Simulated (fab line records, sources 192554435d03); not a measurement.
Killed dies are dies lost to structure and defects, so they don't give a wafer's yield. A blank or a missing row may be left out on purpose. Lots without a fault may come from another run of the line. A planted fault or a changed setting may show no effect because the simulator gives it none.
fab line records | flow n5_finfet
record lots=24 wafers=72 last_day=19
route steps=1938 shown BEOL_M2@859
lots that met no fault: from a run of the same line without faults
start_h: hours from the record's first day to the start of the lot's first wafer shown | wait_h: hours since the lot's step before | " the same as in the row above | L1.1+2: a row that stands for several wafers | - no value, or no start given | * or withheld: withheld | < > ~ a bound
route shown NAME@n: a module of which the file shows steps, and the number in the route of the first | usual: mean/standard deviation of fault-free wafers | same: alike in all rows | chamber/n: place in a boat | sites: the reading at each site | _std_site: their standard deviation | _edge_site: outer sites' mean less inner sites' | radius_mm: how far each site lies from the wafer's centre | mask NAME#n: copy n | behind: the tool/chamber that last shaped the wafer | hold: why the lot was held/for how many hours/how that ended | device: the transistor (n, p or np) that didn't switch | end of line: the same wafers' tests at the end of the route | a step without rows: its recipe alone | killed: dies lost to structure and defects at the first sort, not the wafer's yield | map: a wafer's dies, x killed, . not, _ none there
set.NAME: the setting as run; set.NAME@STEP: as run at that earlier step | model.NAME: the simulator's own value behind a step, which no gauge read
steps of the route over a sample of lots; a table a step, a row a wafer
services: from which hour (start_h, from the record's first day; less than 0 if before it) a tool's chamber was out of use, for how many hours, and why
## steps
# step N5_BEOL_M2_ETCH_63
# recipe chemistry=CF4 target=SiARC target_depth_a=156 mask_material=CAR-EUV time_s=26 ion_energy_ev=80 pressure_mtorr=40 source_w=545 bias_w=36 Ar_flow_sccm=100 cf4_flow_sccm=100 ends=cleared
# usual drypump_motor_current_A=5.5/0.42 etch_rf_on_time_s=25.8/0.65 oes_product_au=0.72/0.068 rf_vpp_V=184.1/1.3 showerhead_plenum_p_Torr=2.15/0.078 throttle_valve_pct=15.53/0.2
# columns lot.wafer tool chamber start_h wait_h drypump_motor_current_A etch_rf_on_time_s oes_product_au rf_hours_counter_h rf_vpp_V showerhead_plenum_p_Torr throttle_valve_pct
L075.1 rie_diel-01 0 153.17 0.0 5.5 26.0 0.80 3 183.4 2.12 15.44
L075.2 " 2 " " 6.0 26.1 0.59 228 183.3 2.04 15.84
L075.6 " 1 " " 5.2 26.2 0.59 - 184.8 2.20 15.85
L074.2 rie_diel-04 0 153.47 0.0 5.1 26.1 0.58 256 182.5 2.11 15.99
L074.3 " 2 " " 5.4 26.9 0.69 84 183.9 2.16 15.27
L074.5 " 2 " " 5.4 26.7 0.70 - 185.1 2.16 15.26
L076.1 rie_diel-01 3 154.73 0.0 4.9 25.7 0.80 20 185.1 2.19 15.35
L076.3 " 0 " " 5.5 25.9 0.80 3 182.7 2.12 15.43
L076.6 " 2 " " 6.0 26.0 0.59 - 183.1 2.04 15.82
L077.1 rie_diel-03 2 155.64 0.0 5.6 25.2 0.66 116 184.2 2.06 15.64
L077.4 " 1 " " 5.3 24.7 0.79 - 184.4 2.27 15.17
L077.5 " 3 " " 5.5 26.8 0.67 - 185.5 2.25 15.44
L078.1 rie_diel-03 1 161.24 0.0 5.3 24.7 0.78 30 185.7 2.27 15.17
L078.3 " 0 " " 5.4 26.5 0.65 127 182.9 2.07 15.61
L078.5 " 0 " " 5.4 26.6 0.66 - 183.4 2.07 15.61
L079.1 rie_diel-03 3 170.02 0.0 5.5 26.4 0.67 88 184.1 2.25 15.46
L079.4 " 0 " " 5.4 26.6 0.65 130 181.9 2.07 15.62
L079.6 " 0 " " 5.3 26.5 0.65 - 182.8 2.07 15.60
L080.2 rie_diel-04 1 172.18 0.0 6.5 25.4 0.74 47 183.1 2.10 15.84
L080.5 " 1 " " 6.5 25.2 0.75 - 184.2 2.10 15.82
L080.6 " 3 " " 5.8 25.3 0.82 - 186.3 2.27 15.51
L081.1 rie_diel-04 3 173.35 0.0 5.9 25.2 0.83 5 183.6 2.27 15.52
L081.3 " 1 " " 6.5 25.3 0.75 47 183.0 2.10 15.82
L081.6 " 3 " " 5.8 25.3 0.82 - 185.4 2.27 15.54
L082.2 rie_diel-01 2 177.16 0.0 5.9 26.0 0.59 239 181.8 2.03 15.85
L082.4 " 3 " " 4.9 25.4 0.79 30 184.8 2.18 15.37
L082.5 " 2 " " 5.9 25.8 0.59 - 182.0 2.03 15.85
L083.1 rie_diel-01 1 189.13 0.0 5.3 25.0 0.81 5 182.9 2.20 15.38
L083.4 " 3 " " 4.9 25.0 0.79 33 184.7 2.18 15.38
L083.5 " 3 " " 4.9 24.8 0.78 - 186.1 2.18 15.38
L084.1 rie_diel-04 3 197.79 0.0 5.9 25.3 0.80 16 186.1 2.27 15.55
L084.5 " 1 " " 6.5 25.2 0.73 - 183.5 2.10 15.84
L084.6 " 3 " " 5.8 25.6 0.79 - 186.1 2.27 15.53
L085.1 rie_diel-01 1 204.66 0.0 5.2 25.3 0.79 10 184.1 2.20 15.39
L085.4 " 2 " " 5.9 25.7 0.59 249 182.1 2.03 15.87
L085.5 " 3 " " 4.9 25.4 0.77 - 184.1 2.18 15.38
L086.1 rie_diel-01 0 211.73 0.0 5.5 25.7 0.74 26 184.8 2.11 15.48
L086.2 " 3 " " 5.0 25.3 0.77 40 184.4 2.18 15.40
L086.4 " 0 " " 5.5 25.5 0.75 - 183.4 2.11 15.48
L088.2 rie_diel-03 2 232.13 0.0 5.5 25.6 0.64 138 182.9 2.05 15.69
L088.3 " 3 " " 5.5 26.7 0.65 104 186.0 2.25 15.51
L088.5 " 0 " " 5.4 26.6 0.64 - 183.7 2.06 15.65
L087.1 rie_diel-04 0 241.09 0.0 5.1 25.4 0.79 7 182.2 2.11 15.51
L087.5 " 2 " " 5.4 26.5 0.67 - 184.1 2.15 15.32
L087.6 " 3 " " 5.9 25.5 0.76 - 186.7 2.27 15.57
L089.1 rie_diel-03 1 247.09 0.0 5.3 25.0 0.74 56 183.7 2.26 15.21
L089.3 " 0 " " 5.3 26.4 0.63 152 181.8 2.06 15.64
L089.4 " 2 " " 5.6 25.5 0.64 144 184.6 2.05 15.70
L090.4 rie_diel-04 3 247.14 0.0 5.9 25.5 0.77 29 186.2 2.27 15.58
L090.5 " 0 " " 5.1 25.6 0.79 - 183.0 2.11 15.52
L090.6 " 1 " " 6.5 25.4 0.73 - 181.2 2.10 15.87
L091.1 rie_diel-01 1 250.65 0.0 5.2 25.6 0.75 27 187.1 2.19 15.42
L091.2 " 0 " " 5.5 25.9 0.72 40 183.6 2.10 15.52
L091.4 " 1 " " 5.2 25.3 0.76 - 183.9 2.19 15.43
L093.2 rie_diel-03 3 255.77 0.0 5.5 27.0 0.65 113 184.7 2.24 15.51
L093.3 " 1 " " 5.3 25.0 0.74 59 186.6 2.26 15.23
L093.5 " 1 " " 5.3 25.1 0.74 - 184.4 2.26 15.23
L095.1 rie_diel-04 3 256.34 0.0 5.9 25.1 0.77 32 186.7 2.26 15.58
L095.3 " 1 " " 6.5 24.9 0.72 75 181.9 2.10 15.88
L095.5 " 1 " " 6.5 24.9 0.72 - 183.7 2.10 15.88
L092.4 rie_diel-04 1 258.89 0.0 6.5 24.9 0.72 75 182.4 2.10 15.88
L092.5 " 3 " " 5.8 25.2 0.76 - 186.0 2.26 15.58
L092.6 " 0 " " 5.1 25.3 0.78 - 184.1 2.10 15.52
L094.1 rie_diel-04 2 268.61 0.0 5.5 26.9 0.66 121 185.0 2.15 15.33
L094.2 " 1 " " 6.5 25.4 0.71 79 181.8 2.09 15.89
L094.3 " 3 " " 5.8 25.6 0.75 37 186.7 2.26 15.60
L096.1 rie_diel-01 1 275.52 0.0 5.2 25.6 0.74 37 183.1 2.19 15.43
L096.5 " 3 " " 5.0 25.5 0.73 - 184.8 2.17 15.44
L096.6 " 0 " " 5.5 25.8 0.72 - 183.2 2.10 15.55
L097.1 rie_diel-03 0 282.06 0.0 5.3 26.9 0.62 163 183.6 2.06 15.68
L097.3 " 1 " " 5.3 25.2 0.73 68 184.0 2.26 15.25
L097.5 " 2 " " 5.6 25.8 0.63 - 182.0 2.05 15.71
# step N5_BEOL_M2_STRIP_66
# recipe chemistry=CF4 resist=SiARC power_w=300 bias_power_w=75 pressure_mtorr=50 cf4_flow_sccm=150 rf_frequency_hz=6e+07
# usual drypump_motor_current_A=5.5/0.42 oes_product_au=0.82/0.071 rf_vpp_V=271.2/1.7 showerhead_plenum_p_Torr=1.80/0.065 throttle_valve_pct=13.49/0.22
# columns lot.wafer tool chamber start_h wait_h drypump_motor_current_A oes_product_au rf_hours_counter_h rf_vpp_V showerhead_plenum_p_Torr throttle_valve_pct
L075.1 rie_diel-01 0 153.33 0.0 5.4 0.93 3 269.8 1.77 13.35
L075.2 " 2 " " 5.9 0.69 229 269.1 1.71 13.83
L075.6 " 1 " " 5.2 0.68 - 271.2 1.85 13.86
L074.2 rie_diel-04 0 153.63 0.0 5.1 0.67 256 270.2 1.76 13.99
L074.3 " 2 " " 5.4 0.82 84 270.5 1.81 13.23
L074.5 " 2 " " 5.4 0.82 - 270.8 1.81 13.21
L076.1 rie_diel-01 3 154.89 0.0 5.0 0.91 20 271.7 1.83 13.31
L076.3 " 0 " " 5.5 0.93 3 270.4 1.77 13.39
L076.6 " 2 " " 6.0 0.69 - 269.3 1.71 13.84
L077.1 rie_diel-03 2 155.80 0.0 5.5 0.76 116 269.6 1.72 13.59
L077.4 " 1 " " 5.3 0.88 - 272.9 1.89 13.08
L077.5 " 3 " " 5.4 0.79 - 272.8 1.90 13.48
L078.1 rie_diel-03 1 161.40 0.0 5.3 0.88 30 271.6 1.89 13.08
L078.3 " 0 " " 5.3 0.77 127 271.9 1.74 13.58
L078.5 " 0 " " 5.3 0.77 - 271.3 1.74 13.57
L079.1 rie_diel-03 3 170.18 0.0 5.5 0.78 88 273.0 1.89 13.49
L079.4 " 0 " " 5.3 0.77 130 269.8 1.73 13.61
L079.6 " 0 " " 5.3 0.77 - 269.4 1.73 13.61
L080.2 rie_diel-04 1 172.34 0.0 6.5 0.86 47 270.5 1.77 13.78
L080.5 " 1 " " 6.5 0.86 - 269.4 1.77 13.75
L080.6 " 3 " " 5.8 0.94 - 275.4 1.91 13.46
L081.1 rie_diel-04 3 173.51 0.0 5.9 0.94 5 274.5 1.91 13.45
L081.3 " 1 " " 6.5 0.86 47 271.3 1.77 13.76
L081.6 " 3 " " 5.9 0.94 - 274.3 1.91 13.48
L082.2 rie_diel-01 2 177.33 0.0 5.9 0.69 239 268.3 1.70 13.87
L082.4 " 3 " " 4.9 0.89 30 271.9 1.83 13.30
L082.5 " 2 " " 5.9 0.68 - 266.9 1.70 13.88
L083.1 rie_diel-01 1 189.29 0.0 5.2 0.92 5 271.2 1.85 13.33
L083.4 " 3 " " 5.0 0.88 34 270.9 1.83 13.34
L083.5 " 3 " " 4.9 0.89 - 270.5 1.83 13.34
L084.1 rie_diel-04 3 197.95 0.0 5.8 0.90 16 272.9 1.90 13.49
L084.5 " 1 " " 6.5 0.83 - 269.4 1.77 13.78
L084.6 " 3 " " 5.8 0.90 - 271.9 1.91 13.50
L085.1 rie_diel-01 1 204.82 0.0 5.2 0.89 10 272.0 1.84 13.33
L085.4 " 2 " " 6.0 0.67 249 267.9 1.70 13.90
L085.5 " 3 " " 5.0 0.87 - 270.4 1.83 13.36
L086.1 rie_diel-01 0 211.89 0.0 5.5 0.86 26 270.8 1.77 13.41
L086.2 " 3 " " 5.0 0.87 41 271.5 1.83 13.35
L086.4 " 0 " " 5.5 0.86 - 269.4 1.77 13.42
L088.2 rie_diel-03 2 232.29 0.0 5.6 0.74 138 269.7 1.71 13.64
L088.3 " 3 " " 5.5 0.77 104 273.4 1.89 13.51
L088.5 " 0 " " 5.3 0.75 - 270.2 1.73 13.61
L087.1 rie_diel-04 0 241.25 0.0 5.1 0.90 7 270.2 1.76 13.40
L087.5 " 2 " " 5.5 0.79 - 272.5 1.80 13.29
L087.6 " 3 " " 5.8 0.88 - 273.2 1.90 13.52
L089.1 rie_diel-03 1 247.25 0.0 5.3 0.85 56 273.1 1.88 13.14
L089.3 " 0 " " 5.3 0.75 152 270.8 1.73 13.66
L089.4 " 2 " " 5.6 0.73 144 270.3 1.71 13.62
L090.4 rie_diel-04 3 247.30 0.0 5.8 0.89 29 274.1 1.90 13.53
L090.5 " 0 " " 5.1 0.90 - 271.0 1.76 13.41
L090.6 " 1 " " 6.5 0.82 - 269.8 1.76 13.82
L091.1 rie_diel-01 1 250.81 0.0 5.3 0.86 27 272.0 1.84 13.38
L091.2 " 0 " " 5.5 0.84 40 269.8 1.76 13.46
L091.4 " 1 " " 5.2 0.87 - 273.4 1.84 13.37
L093.2 rie_diel-03 3 255.93 0.0 5.5 0.76 113 273.0 1.89 13.54
L093.3 " 1 " " 5.3 0.85 59 272.8 1.88 13.15
L093.5 " 1 " " 5.3 0.84 - 273.7 1.88 13.15
L095.1 rie_diel-04 3 256.50 0.0 5.8 0.87 32 273.1 1.90 13.52
L095.3 " 1 " " 6.5 0.82 75 269.7 1.76 13.83
L095.5 " 1 " " 6.5 0.82 - 269.8 1.76 13.82
L092.4 rie_diel-04 1 259.05 0.0 6.5 0.81 75 270.0 1.76 13.82
L092.5 " 3 " " 5.8 0.87 - 272.8 1.90 13.54
L092.6 " 0 " " 5.1 0.89 - 270.3 1.76 13.42
L094.1 rie_diel-04 2 268.77 0.0 5.4 0.78 121 273.1 1.80 13.30
L094.2 " 1 " " 6.5 0.82 79 270.2 1.76 13.84
L094.3 " 3 " " 5.9 0.86 37 272.8 1.90 13.54
L096.1 rie_diel-01 1 275.68 0.0 5.2 0.83 37 273.1 1.84 13.41
L096.5 " 3 " " 4.9 0.84 - 272.1 1.82 13.43
L096.6 " 0 " " 5.5 0.83 - 271.0 1.76 13.46
L097.1 rie_diel-03 0 282.22 0.0 5.3 0.74 163 269.6 1.73 13.66
L097.3 " 1 " " 5.3 0.84 68 272.1 1.88 13.17
L097.5 " 2 " " 5.6 0.73 - 268.8 1.71 13.66
# step N5_BEOL_M2_ALD_98
# recipe material=SiO2 target_thk_a=25 temp_c=100 ald_precursor_family=BDEAS ald_co_reactant=O2-plasma pulse_time_s=1 co_reactant_pulse_time_s=1 purge_time_s=2 co_reactant_purge_time_s=2 ald_cycles=17 pressure_torr=2
# usual heater_power_w=79/8 precursor_pulse_height_rel=1.002/0.019
# same co_reactant_purge_time_s=2 pulse_time_s=1
# columns lot.wafer tool chamber start_h wait_h heater_power_w precursor_pulse_height_rel
L075.1 ald_sin-04 3 154.25 0.1 85 1.020
L075.2 " 2 " " 74 1.016
L075.6 " 2 " " 74 0.991
L074.2 ald_sin-04 3 154.57 0.1 87 1.014
L074.3 " 2 " " 76 0.993
L074.5 " 1 " " 79 1.022
L076.1 ald_sin-04 1 156.24 0.4 79 1.022
L076.3 " 0 " " 83 0.986
L076.6 " 3 " " 85 1.020
L077.1 ald_sin-04 3 156.87 0.3 84 1.010
L077.4 " 2 " " 75 1.018
L077.5 " 0 " " 79 1.007
L078.1 ald_sin-04 3 162.23 0.1 85 1.016
L078.3 " 1 " " 80 1.031
L078.5 " 3 " " 86 0.987
L079.1 ald_sin-04 0 171.29 0.1 80 1.007
L079.4 " 1 " " 79 1.030
L079.6 " 3 " " 84 0.999
L080.2 ald_sin-02 3 173.26 0.1 69 1.001
L080.5 " 0 " " 81 0.991
L080.6 " 3 " " 71 0.966
L081.1 ald_sin-03 2 174.31 0.1 80 1.032
L081.3 " 0 " " 88 0.983
L081.6 " 1 " " 70 1.005
L082.2 ald_sin-03 2 178.22 0.2 81 1.017
L082.4 " 1 " " 71 0.953
L082.5 " 3 " " 73 0.994
L083.1 ald_sin-03 2 190.30 0.1 79 0.998
L083.4 " 3 " " 75 0.985
L083.5 " 2 " " 80 0.984
L084.1 ald_sin-02 2 199.28 0.3 107 0.996
L084.5 " 0 " " 79 1.008
L084.6 " 3 " " 69 0.990
L085.1 ald_sin-02 0 205.73 0.1 79 1.015
L085.4 " 2 " " 106 0.990
L085.5 " 0 " " 81 0.988
L086.1 ald_sin-02 2 212.92 0.3 106 1.009
L086.2 " 0 " " 79 0.999
L086.4 " 1 " " 71 0.990
L088.2 ald_sin-03 1 233.45 0.2 70 0.995
L088.3 " 2 " " 80 0.998
L088.5 " 2 " " 81 0.974
L087.1 ald_sin-03 1 242.23 0.1 69 1.005
L087.5 " 0 " " 87 0.977
L087.6 " 1 " " 70 1.001
L089.1 ald_sin-02 3 248.09 0.1 70 1.020
L089.3 " 1 " " 71 0.995
L089.4 " 2 " " 107 0.981
L090.4 ald_sin-04 0 248.33 0.1 81 0.999
L090.5 " 2 " " 74 1.066
L090.6 " 3 " " 82 1.025
L091.1 ald_sin-04 2 251.76 0.1 73 0.972
L091.2 " 1 " " 84 1.007
L091.4 " 0 " " 78 0.974
L093.2 ald_sin-02 1 257.24 0.3 73 1.039
L093.3 " 2 " " 105 0.999
L093.5 " 1 " " 71 1.011
L095.1 ald_sin-03 2 257.39 0.1 80 1.016
L095.3 " 3 " " 74 0.986
L095.5 " 2 " " 81 1.010
L092.4 ald_sin-04 3 260.71 0.2 80 0.998
L092.5 " 2 " " 71 0.983
L092.6 " 0 " " 79 0.991
L094.1 ald_sin-03 1 270.30 0.7 71 1.002
L094.2 " 3 " " 75 0.999
L094.3 " 0 " " 86 0.993
L096.1 ald_sin-04 1 276.79 0.4 86 1.019
L096.5 " 0 " " 79 1.031
L096.6 " 3 " " 79 0.970
L097.1 ald_sin-04 0 283.21 0.2 80 1.015
L097.3 " 2 " " 73 1.028
L097.5 " 3 " " 84 0.995
# step N5_BEOL_M2_VIA_ETCH_34
# recipe chemistry=C4F6/O2 target_depth_a=694 mask_material=SOC pressure_mtorr=15 ion_energy_ev=250 taper_deg=4 time_s=65.9 source_w=350 bias_w=170 Ar_flow_sccm=300 C4F6_flow_sccm=10 O2_flow_sccm=10
# usual drypump_motor_current_A=5.6/0.43 oes_product_au=0.84/0.08 rf_vpp_V=662/10 showerhead_plenum_p_Torr=2.86/0.1 throttle_valve_pct=30.76/0.24
# columns lot.wafer tool chamber start_h wait_h drypump_motor_current_A oes_product_au rf_hours_counter_h rf_vpp_V showerhead_plenum_p_Torr throttle_valve_pct
L075.1 rie_diel-04 1 154.52 0.0 6.5 0.88 41 673 2.79 31.23
L075.2 " 2 " " 5.4 0.82 84 662 2.88 30.57
L075.6 " 2 " " 5.5 0.82 - 663 2.88 30.59
L074.2 rie_diel-04 1 155.01 0.0 6.5 0.88 42 673 2.79 31.22
L074.3 " 2 " " 5.4 0.82 85 665 2.88 30.56
L074.5 " 2 " " 5.5 0.82 - 664 2.88 30.57
L076.1 rie_diel-04 3 161.47 0.0 5.8 0.98 1 652 3.01 30.75
L076.3 " 0 " " 5.1 0.68 259 663 2.81 31.10
L076.6 " 0 " " 5.1 0.68 - 662 2.81 31.08
L078.1 rie_diel-01 2 162.60 0.0 6.0 0.69 232 641 2.70 30.71
L078.3 " 0 " " 5.5 0.94 7 674 2.80 30.83
L078.5 " 2 " " 6.0 0.69 - 642 2.70 30.72
L077.1 rie_diel-03 0 168.30 0.0 5.3 0.78 129 688 2.74 30.70
L077.4 " 3 " " 5.5 0.79 87 651 2.97 30.41
L077.5 " 3 " " 5.5 0.79 - 652 2.97 30.39
L079.1 rie_diel-03 1 174.74 0.0 5.3 0.90 34 664 3.02 30.55
L079.4 " 2 " " 5.6 0.76 122 653 2.74 30.87
L079.6 " 0 " " 5.4 0.76 - 686 2.74 30.69
L080.2 rie_diel-04 2 175.57 0.0 5.5 0.81 91 664 2.87 30.57
L080.5 " 2 " " 5.5 0.81 - 664 2.87 30.58
L080.6 " 1 " " 6.5 0.88 - 673 2.79 31.23
L081.1 rie_diel-01 3 175.57 0.0 5.0 0.92 29 658 2.89 30.43
L081.3 " 0 " " 5.5 0.91 13 674 2.80 30.85
L081.6 " 3 " " 4.9 0.92 - 660 2.89 30.43
L082.2 rie_diel-01 0 184.12 0.0 5.5 0.90 16 674 2.80 30.85
L082.4 " 1 " " 5.2 0.96 - 664 2.91 30.57
L082.5 " 2 " " 6.0 0.68 - 643 2.69 30.72
L083.1 rie_diel-01 3 199.88 0.0 4.9 0.90 37 660 2.89 30.44
L083.4 " 1 " " 5.2 0.92 9 662 2.91 30.58
L083.5 " 2 " " 6.0 0.67 - 643 2.69 30.73
L084.1 rie_diel-03 0 226.11 0.0 5.4 0.75 145 684 2.73 30.72
L084.5 " 1 " " 5.4 0.89 - 665 3.02 30.57
L084.6 " 2 " " 5.6 0.77 - 655 2.74 30.89
L085.1 rie_diel-04 2 236.02 0.0 5.4 0.79 111 665 2.87 30.59
L085.4 " 3 " " 5.9 0.90 25 652 3.00 30.77
L085.5 " 1 " " 6.5 0.86 - 674 2.78 31.24
L086.1 rie_diel-01 0 236.23 0.0 5.5 0.87 36 674 2.79 30.86
L086.2 " 1 " " 5.2 0.89 22 664 2.90 30.58
L086.4 " 3 " " 4.9 0.88 50 658 2.88 30.45
L088.2 rie_diel-04 3 241.43 0.0 5.9 0.90 28 653 3.00 30.80
L088.3 " 0 " " 5.1 0.93 7 663 2.80 30.88
L088.5 " 1 " " 6.5 0.84 - 673 2.78 31.25
L087.1 rie_diel-03 1 243.06 0.0 5.3 0.87 54 663 3.01 30.57
L087.5 " 3 " " 5.5 0.76 - 651 2.96 30.43
L087.6 " 2 " " 5.6 0.74 - 653 2.73 30.90
L089.1 rie_diel-04 2 250.43 0.0 5.5 0.79 115 664 2.86 30.60
L089.3 " 0 " " 5.1 0.91 9 664 2.80 30.88
L089.4 " 3 " " 5.9 0.89 30 652 3.00 30.77
L091.1 rie_diel-04 3 254.68 0.0 5.9 0.89 32 652 3.00 30.78
L091.2 " 0 " " 5.1 0.91 11 663 2.80 30.88
L091.4 " 2 " " 5.4 0.78 116 663 2.86 30.59
L090.4 rie_diel-01 0 254.70 0.0 5.5 0.85 - 674 2.79 30.88
L090.5 " 1 " " 5.2 0.87 - 662 2.90 30.61
L090.6 " 3 " " 5.0 0.85 - 658 2.88 30.44
L093.2 rie_diel-03 1 258.22 0.0 5.3 0.86 60 665 3.01 30.58
L093.3 " 3 " " 5.5 0.76 114 652 2.96 30.42
L093.5 " 1 " " 5.3 0.86 - 665 3.01 30.59
L092.4 rie_diel-01 0 261.41 0.0 5.5 0.84 45 672 2.79 30.88
L092.5 " 1 " " 5.2 0.87 - 663 2.90 30.61
L092.6 " 2 " " 6.0 0.95 - 654 3.02 30.95
L095.1 rie_diel-03 1 266.93 0.0 5.3 0.86 63 664 3.01 30.59
L095.3 " 0 " " 5.3 0.75 159 686 2.73 30.72
L095.5 " 3 " " 5.5 0.76 - 651 2.96 30.42
L094.1 rie_diel-01 0 275.01 0.0 5.5 0.84 48 672 2.79 30.87
L094.2 " 3 " " 5.0 0.85 65 658 2.88 30.44
L094.3 " 1 " " 5.2 0.87 36 663 2.89 30.61
L096.1 rie_diel-01 3 284.84 0.0 5.0 0.85 68 660 2.88 30.47
L096.5 " 2 " " 6.0 0.92 - 653 3.02 30.95
L096.6 " 1 " " 5.2 0.86 - 664 2.89 30.61
L097.1 rie_diel-01 0 297.57 0.0 5.5 0.82 57 672 2.78 30.87
L097.3 " 2 " " 6.0 0.92 24 653 3.02 30.95
L097.5 " 3 " " 4.9 0.85 - 659 2.87 30.47
# step N5_BEOL_M2_THK_MEAS_53
# recipe thk_meas_gauge=xrf reads=Cu_of_BEOL_M2_ECD_50
# usual M2_THK=41.3/1.6
# columns lot.wafer tool chamber start_h wait_h M2_THK[nm]
L075.1 film_metro-01 - 158.75 - 41.5
L075.2 " - " " 39.3
L075.6 " - " " 39.4
L074.2 film_metro-01 - 160.59 - 41.7
L074.3 " - " " 41.2
L074.5 " - " " 40.6
L076.1 film_metro-02 - 165.25 - 41.9
L076.3 " - " " 40.2
L076.6 " - " " 40.6
L078.1 film_metro-01 - 167.28 - 39.4
L078.3 " - " " 40.1
L078.5 " - " " 39.6
L077.1 film_metro-02 - 172.16 - 38.6
L077.4 " - " " 37.3
L077.5 " - " " 38.1
L079.1 film_metro-02 - 178.97 - 43.4
L079.4 " - " " 41.0
L079.6 " - " " 41.4
L080.2 film_metro-01 - 180.87 - 38.4
L080.5 " - " " 40.9
L080.6 " - " " 41.1
L081.1 film_metro-02 - 180.92 - 40.7
L081.3 " - " " 41.6
L081.6 " - " " 41.0
L082.2 film_metro-02 - 188.38 - 44.9
L082.4 " - " " 44.9
L082.5 " - " " 40.6
L083.1 film_metro-02 - 204.52 - 43.3
L083.4 " - " " 43.4
L083.5 " - " " 40.9
L084.1 film_metro-01 - 229.98 - 38.2
L084.5 " - " " 40.3
L084.6 " - " " 39.4
L085.1 film_metro-02 - 240.11 - 39.9
L085.4 " - " " 42.2
L085.5 " - " " 44.3
L086.1 film_metro-01 - 240.40 - 40.8
L086.2 " - " " 42.4
L086.4 " - " " 39.3
L088.2 film_metro-01 - 246.42 - 42.2
L088.3 " - " " 40.1
L088.5 " - " " 43.1
L087.1 film_metro-02 - 246.98 - 40.5
L087.5 " - " " 39.3
L087.6 " - " " 42.6
L089.1 film_metro-02 - 255.84 - 40.6
L089.3 " - " " 43.9
L089.4 " - " " 42.4
L090.4 film_metro-02 - 258.59 - 41.3
L090.5 " - " " 41.1
L090.6 " - " " 41.2
L091.1 film_metro-02 - 258.87 - 41.9
L091.2 " - " " 45.0
L091.4 " - " " 39.5
L093.2 film_metro-02 - 262.56 - 40.1
L093.3 " - " " 37.6
L093.5 " - " " 40.1
L092.4 film_metro-01 - 268.36 - 39.9
L092.5 " - " " 40.9
L092.6 " - " " 40.0
L095.1 film_metro-01 - 271.79 - 45.3
L095.3 " - " " 42.3
L095.5 " - " " 38.6
L094.1 film_metro-02 - 279.14 - 41.3
L094.2 " - " " 41.8
L094.3 " - " " 41.2
L096.1 film_metro-01 - 289.04 - 41.0
L096.5 " - " " 42.3
L096.6 " - " " 43.0
L097.1 film_metro-01 - 301.31 - 42.8
L097.3 " - " " 43.7
L097.5 " - " " 40.0
# step N5_BEOL_M2_CO_CAP_55
# recipe material=Co target_thk_a=20 temp_c=200 precursor=CCTBA/H2 pressure_torr=30 time_s=102.1
# usual heater_power_w=231/34
# columns lot.wafer tool chamber start_h wait_h heater_power_w
L075.1 cvd_co-02 2 158.83 0.0 228
L075.2 " 0 " " 182
L075.6 " 1 " " 265
L074.2 cvd_co-02 0 160.67 0.0 184
L074.3 " 1 " " 270
L074.5 " 0 " " 182
L076.1 cvd_co-01 0 165.33 0.0 227
L076.3 " 1 " " 229
L076.6 " 2 " " 268
L078.1 cvd_co-02 0 167.36 0.0 180
L078.3 " 2 " " 225
L078.5 " 0 " " 182
L077.1 cvd_co-02 1 172.24 0.0 273
L077.4 " 1 " " 271
L077.5 " 0 " " 181
L079.1 cvd_co-02 2 179.09 0.0 215
L079.4 " 2 " " 226
L079.6 " 1 " " 267
L080.2 cvd_co-01 2 180.95 0.0 274
L080.5 " 0 " " 226
L080.6 " 1 " " 227
L081.1 cvd_co-02 1 180.99 0.0 274
L081.3 " 2 " " 231
L081.6 " 2 " " 223
L082.2 cvd_co-02 1 188.46 0.0 268
L082.4 " 1 " " 267
L082.5 " 2 " " 226
L083.1 cvd_co-02 0 204.60 0.0 180
L083.4 " 0 " " 180
L083.5 " 2 " " 233
L084.1 cvd_co-02 2 230.06 0.0 227
L084.5 " 2 " " 224
L084.6 " 1 " " 269
L085.1 cvd_co-02 1 240.18 0.0 269
L085.4 " 1 " " 279
L085.5 " 0 " " 184
L086.1 cvd_co-02 0 240.48 0.0 182
L086.2 " 2 " " 232
L086.4 " 2 " " 227
L088.2 cvd_co-02 2 246.50 0.0 231
L088.3 " 1 " " 277
L088.5 " 2 " " 227
L087.1 cvd_co-02 0 247.05 0.0 188
L087.5 " 0 " " 184
L087.6 " 1 " " 274
L089.1 cvd_co-02 1 255.93 0.0 273
L089.3 " 2 " " 232
L089.4 " 2 " " 231
L090.4 cvd_co-02 0 258.70 0.0 187
L090.5 " 1 " " 265
L090.6 " 2 " " 229
L091.1 cvd_co-01 0 258.97 0.0 229
L091.2 " 1 " " 226
L091.4 " 1 " " 225
L093.2 cvd_co-01 0 262.63 0.0 229
L093.3 " 2 " " 266
L093.5 " 0 " " 230
L092.4 cvd_co-02 1 268.47 0.0 266
L092.5 " 2 " " 234
L092.6 " 0 " " 178
L095.1 cvd_co-01 2 271.95 0.0 272
L095.3 " 1 " " 222
L095.5 " 2 " " 275
L094.1 cvd_co-02 1 279.21 0.0 278
L094.2 " 2 " " 229
L094.3 " 0 " " 180
L096.1 cvd_co-02 2 289.12 0.0 227
L096.5 " 0 " " 186
L096.6 " 2 " " 232
L097.1 cvd_co-01 2 301.39 0.0 273
L097.3 " 0 " " 224
L097.5 " 2 " " 275
## services
# columns tool chamber start_h hours kind
ald_sin-04 2 141.35 11.1 repair
cvd_co-01 - 143.79 1.0 repair
ald_sin-03 1 147.19 7.9 repair
rie_diel-03 0 149.41 9.5 repair
rie_diel-01 1 153.53 - clean
rie_diel-01 1 153.53 - consumable_replace:focus_ring
rie_diel-01 1 153.53 22.3 scheduled_down
rie_diel-01 1 153.53 22.3 vent_cycle
rie_diel-04 2 165.85 1.5 repair
ald_sin-02 1 169.32 4.6 repair
rie_diel-04 0 170.71 17.3 repair
ald_sin-04 1 174.65 10.0 repair
ald_sin-04 - 177.95 14.0 pm
cvd_co-01 - 178.62 0.5 repair
rie_diel-01 3 183.63 4.1 repair
cvd_co-01 - 219.89 0.2 repair
ald_sin-03 3 222.60 5.0 repair
rie_diel-01 2 246.55 8.5 repair
ald_sin-03 - 252.95 0.7 repair
ald_sin-04 1 260.43 3.0 repair
ald_sin-02 - 268.25 14.0 pm
ald_sin-03 0 285.69 16.2 repair
rie_diel-01 1 287.24 4.2 repair
cvd_co-02 - 293.87 0.9 repair
## key
fault none
